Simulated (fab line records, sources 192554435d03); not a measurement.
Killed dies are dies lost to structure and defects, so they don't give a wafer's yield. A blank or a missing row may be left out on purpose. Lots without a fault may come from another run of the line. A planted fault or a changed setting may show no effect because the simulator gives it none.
Split-lot experiment | flow n5_finfet | 7 lots, 21 wafers read, on a route of 1938 steps

THE SPLIT
At N5_BEOL_M1_ILD_DEP_00 (deposits SiOC from DEMS/O2, target thk 79 nm, time 15.3 s), the setting time_s was moved away from the recipe's 15.3 s on 5 of the 21 wafers read, by -10.4% to +5.6%. The other wafers ran this setting at the recipe's value.

The file shows no step between the split and the reading.

THE READING
M1_ILD_THK, in nm, at N5_BEOL_M1_THK_MEAS_01. Fault-free wafers of this fab line usually give 78.9 nm, standard deviation 0.99 nm.

wafer  | tool, chamber at the split | time_s as run, s | against the recipe | M1_ILD_THK, nm | against lot-mates on the recipe
L076.4 | pecvd-04, 2                | 15.3             | recipe             | 79.1           | -
L076.5 | pecvd-04, 1                | 15.3             | recipe             | 79.6           | -
L076.6 | pecvd-04, 0                | 15.3             | recipe             | 78.0           | -
L077.1 | pecvd-03, 2                | 15.3             | recipe             | 78.2           | -
L077.2 | pecvd-03, 0                | 15.3             | recipe             | 78.7           | -
L077.6 | pecvd-03, 1                | 15.3             | recipe             | 80.3           | -
L084.1 | pecvd-04, 1                | 15.3             | recipe             | 78.5           | -
L084.2 | pecvd-04, 0,2              | 15.3             | recipe             | 78.7           | -
L084.3 | pecvd-04, 0,2              | 15.3             | recipe             | 78.8           | -
L085.3 | pecvd-04, 1                | 15.3             | recipe             | 80.6           | -
L085.5 | pecvd-04, 1                | 15.3             | recipe             | 81.2           | -
L085.6 | pecvd-04, 2                | 13.71            | -10.4%             | 72.6           | -8.3
L090.1 | pecvd-03, 0                | 13.84            | -9.5%              | 70.6           | -7.4
L090.2 | pecvd-03, 1,2              | 15.3             | recipe             | 78.0           | -
L090.4 | pecvd-03, 1,2              | 15.3             | recipe             | 78.0           | -
L093.3 | pecvd-04, 1                | 15.3             | recipe             | 79.0           | -
L093.5 | pecvd-04, 2                | 15.3             | recipe             | 78.6           | -
L093.6 | pecvd-04, 0                | 15.3             | recipe             | 79.9           | -
L097.1 | pecvd-02, 2                | 16.15            | +5.6%              | 83.2           | no lot-mate on the recipe
L097.2 | pecvd-02, 0                | 16.15            | +5.6%              | 83.1           | no lot-mate on the recipe
L097.5 | pecvd-02, 0                | 16.15            | +5.6%              | 84.8           | no lot-mate on the recipe
Where a row lists several chambers, the file gives one row for several wafers and doesn't say which wafer went through which chamber.

THE FIT
A straight line over all 21 wafers: M1_ILD_THK changes by +0.773 nm for each +1% of time_s; r = +0.95; the points scatter about the line by 1 nm.
The same after taking each lot's own level away (the mean of its wafers on the recipe; 18 wafers): +0.788 nm for each +1%; r = +0.98; scatter 0.55 nm.
On that fit, the largest move of time_s shifts the reading by 8.2 nm.
The lots' own levels span 78.00 to 80.90 nm, that is 2.9 times the standard deviation above.
So the lot-to-lot level changes the slope little: the two slopes agree.
Check: with one of the wafers moved furthest among these (-10.4%) left out of the fit, the line predicts -8.06 nm for it against its lot-mates. It came out at -8.3 nm against them.

OTHER SPLITS ON THESE WAFERS
These wafers also went through other splits before the reading. Each is held against what the fit with the lots' levels taken away leaves over:
other split on the same wafers          | wafers away from the commonest value | r with M1_ILD_THK (lot level and that fit taken away)
N5_MOL_CONTACT_COAG_ETCH_105 bias_w     | 8                                    | -0.23
N5_MOL_CONTACT_COAG_VIA_ETCH_117 bias_w | 5                                    | -0.14
N5_BEOL_M0_SAQP_HM_DEP_02 target_thk_a  | 6                                    | -0.24
N5_BEOL_M0_SAQP_PECVD_96 time_s         | 5                                    | +0.11

THE WHOLE CHAIN: every reading that the file lists as answering this split, in the file's order
step                   | what it does                                              | reading                                                                            | change (the file's fit)               | r (the file's)
N5_BEOL_M1_ILD_DEP_00  | deposits SiOC from DEMS/O2, target thk 79 nm, time 15.3 s | SiOC_of_BEOL_M1_ILD_DEP_00.thk_nm (the simulator's own value, which no gauge read) | +0.788 nm for each +1% of the setting | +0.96
N5_BEOL_M1_THK_MEAS_01 |                                                           | M1_ILD_THK                                                                         | +0.788 for each +1% of the setting    | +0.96

THE FILE'S OWN FIT
M1_ILD_THK changes by +0.788 nm for each +1% of time_s, r = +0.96.
